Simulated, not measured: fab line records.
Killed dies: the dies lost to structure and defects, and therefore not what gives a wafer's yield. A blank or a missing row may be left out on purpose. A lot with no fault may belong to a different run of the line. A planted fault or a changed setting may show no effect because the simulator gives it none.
A lot that was struck, set against a sound lot | flow n5-finfet | 37 steps out of a route of 1938
Sound: wafers L217.1, L217.2, L217.4. The struck wafers were L231.1, L231.4, L231.5. The cause is given at the end.
Per side, at each step with rows, come the tool, then ch with its chambers, and then its first start. Under that, the readings that differ: sound wafers | struck wafers | difference of the means | sigmas: that difference in standard deviations of wafers without a fault.
alike: readings whose means differ by less than 2 such deviations, and words and numbers that are the same on both sides. not compared: withheld readings, readings that some wafer has no value for, bounds like >300 that may hide the same value, and numbers for which the record gives no deviation and whose values overlap.
A row with sigmas, a row that says differs or no value, or rows on one side alone: a step with any of these is where the two part. When numbers do not overlap yet have no deviation, they are printed without sigmas and do not part them. A reading missing from all wafers of one side parts the sides only when that side holds two or more wafers.

first, 9 steps without rows for these wafers: N5_BEOL_M4_ANNEAL_95 (time 240 s); N5_BEOL_M4_SPUTTER_96 (material Cu, target thk 4.5 nm, time 8.29 s); N5_BEOL_M4_ECD_50 (material Cu, target thk 300 nm); N5_BEOL_M4_ANNEAL_51 (time 90 s); N5_BEOL_M4_CMP_52 (polishes, stops on SiOC, t overpolish 6.8 s, target thk 40 nm); N5_BEOL_M4_PRE_CLEAN_60 (time 15 s); N5_BEOL_M4_CO_CAP_55 (material Co, precursor CCTBA/H2, target thk 2 nm, time 102.1 s); N5_BEOL_M4_PRE_CLEAN_56 (time 15 s); N5_BEOL_M4_DEP_57 (deposits SiCN from 3MS/NH3, target thk 8 nm, time 14 s).
N5_BEOL_M4_RC_MEAS_101:
  sound on prober-02 ch 0, day 8 06:22; struck on prober-01 ch 0, day 12 09:32
  reading       | sound          | struck         | difference | sigmas
  SS_N (mV/dec) | 71.2 70.6 70.9 | 73.5 71.4 73.8 | +2.0       | +3
  alike: DIBL_N, DIBL_P, IOFF_N, IOFF_P, ION_N, ION_P, SS_P, VT_N, VT_P
then, 24 steps without rows for these wafers: N5_BEOL_M5_ILD_DEP_00 (deposits SiCOH lowk from DEMS/porogen, target thk 140.64 nm, time 25.9 s); N5_BEOL_M5_CURE_79 (cures SiCOH lowk, time 240 s); N5_BEOL_M5_PECVD_70 (deposits SiO2 from TEOS/O2, target thk 16 nm, time 18 s); N5_BEOL_M5_HM_DEP_02 (deposits TiN, target thk 20 nm); N5_BEOL_M5_COAT_59 (time 60 s, resist thk 60 nm); N5_BEOL_M5_COAT_60 (time 60 s, resist thk 12 nm); N5_BEOL_M5_COAT_71 (time 60 s, resist thk 5 nm); N5_BEOL_M5_COAT_05 (resist thk 30 nm); N5_BEOL_M5_EBR_07; N5_BEOL_M5_SOFTBAKE_06 (time 60 s); N5_BEOL_M5_EXPOSE_08 (exposes mask M5, target cd 28 nm); N5_BEOL_M5_PEB_09 (peb time 60 s); N5_BEOL_M5_DEVELOP_10 (develop time 30 s); N5_BEOL_M5_DESCUM_16 (chemistry O2, time 7 s); N5_BEOL_M5_ETCH_72 (etches underlayer in N2/H2, target depth 6.5 nm, time 5.2 s); N5_BEOL_M5_ETCH_61 (etches SiARC in CF4, target depth 15.6 nm, time 26 s); N5_BEOL_M5_ETCH_62 (etches SOC in N2/H2, target depth 75 nm, overetch 15 nm, time 112.5 s); N5_BEOL_M5_STRIP_63 (strips in N2/H2); N5_BEOL_M5_STRIP_73 (strips in N2/H2); N5_BEOL_M5_STRIP_64 (strips in CF4); N5_BEOL_M5_HM_OPEN_17 (chemistry Cl2/BCl3, target TiN, target depth 20 nm, overetch 6 nm); N5_BEOL_M5_STRIP_19 (strips in O2); N5_BEOL_M5_COAT_65 (time 60 s, resist thk 60 nm); N5_BEOL_M5_COAT_66 (time 60 s, resist thk 12 nm).
-- record jumps: 4 days separate the struck wafers' starts on either side; left off in module BEOL_M5, taken up again in module BEOL_M15, whose first shown step is the route's number 1819 --
N5_BEOL_M15_SPUTTER_43: material TaN, target thk 15 nm, time 24.19 s.
  struck on pvd-sputter-01, day 15 22:46; sound on pvd-sputter-02, day 11 18:41
  no value came back on the struck wafers for bias-v (V), cathode-dc-power-W (W), throttle-valve-pct (%); on the sound wafers bias-v (V) reads 166.8 167.8 167.8
N5_BEOL_M15_CMP_49: polishes, stops on SiO2, t overpolish 4.9 s, target thk 850 nm.
  sound on cmp-01 ch 1,2,3, day 11 19:29; struck on cmp-02 ch 0,1,2, day 15 23:35
  reading                      | sound             | struck         | difference | sigmas
  barrier-field-endpoint-s (s) | 10.94 11.17 11.20 | 5.67 5.84 5.71 | -5.36      | -18
  alike: edge-zone-pressure-frac, motor-current-A
N5_PASSIVATION_PROBE_49:
  struck on prober-01, day 16 16:08; sound on prober-02, day 12 07:37
  reading                  | sound          | struck         | difference | sigmas
  defect-limited-yield (%) | 89.7 90.1 88.5 | 82.7 83.6 83.1 | -6.3       | -5
  killed_at_M4_up          | 6 7 28         | 104 110 110    | +94        | +15
  killed-dies              | 121 117 136    | 204 194 200    | +75        | +4
  killed-on-rim            | 18 17 16       | 60 14 12       | +12        | +3
  sort_bin_5_function (%)  | 6.6 4.9 7.6    | 13.8 12.8 13.0 | +6.8       | +7
  sort-n-pass              | 1059 1063 1044 | 975 986 980    | -75        | -4
  sort-yield-pct (%)       | 89.7 90.1 88.5 | 82.6 83.6 83.1 | -6.3       | -4
  alike: killed_at_M0_to_M3, killed-at-contacts, killed-at-front-end, killed-at-other, killed-open, killed-short, sort_bin_4_leakage, sort_bin_6_memory, sort_bin_8_speed

## WHERE THEY PART
First at N5_BEOL_M4_RC_MEAS_101; last, within this record, at N5_PASSIVATION_PROBE_49.

WHY: what the simulator had put in
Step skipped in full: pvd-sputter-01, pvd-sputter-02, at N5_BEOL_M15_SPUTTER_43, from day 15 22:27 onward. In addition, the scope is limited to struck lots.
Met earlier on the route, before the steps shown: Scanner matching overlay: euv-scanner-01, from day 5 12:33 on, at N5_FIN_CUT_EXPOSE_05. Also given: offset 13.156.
